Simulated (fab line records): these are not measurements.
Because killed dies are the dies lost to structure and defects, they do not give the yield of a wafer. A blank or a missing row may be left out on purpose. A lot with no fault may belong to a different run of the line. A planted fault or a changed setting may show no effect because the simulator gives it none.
Chamber matching -- flow n5 finfet -- N5_FIN_CUT_STRIP_24 on rie diel-03: 4 sister chambers
The step strips in CF4. 4 wafers are shown with their chamber, then 8 later ones without.

## WAFERS PAIRED WITH THEIR CHAMBERS
wafer,chamber,throttle valve pct (%)
L081.5,0,13.45
L087.4,3,13.82
L089.1,1,13.96
L090.2,2,13.78

## WAFERS MISSING THEIR CHAMBER
wafer,throttle valve pct (%)
L090.4,13.48
L090.5,13.46
L091.2,13.77
L091.5,13.98
L091.6,13.47
L095.1,13.99
L095.3,13.50
L095.4,14.00

## THE CHAMBER EACH PASSED THROUGH
wafer,from the rows above,in truth
L090.4,0,0
L090.5,0,0
L091.2,can't be placed: 2 or 3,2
L091.5,1,1
L091.6,0,0
L095.1,1,1
L095.3,0,0
L095.4,1,1
Correct placement for 7 of the 8. Can't be placed from these rows: 1 (the true chamber is among the candidates in 1). 0 placed wrongly.
How it was worked out, from the rows above alone: a wafer's distance from a chamber is the root of the sum, over the readings, of the square of ((its reading less the chamber's mean) divided by the reading's scatter). If the next closest chamber is less than 2 further off than the closest, the wafer can't be placed; otherwise it belongs to the closest. A chamber's mean is the mean of its shown wafers. The scatter (one wafer shown for each chamber): square how far every hidden wafer sits from the nearest shown wafer, average those squares and take the square root.
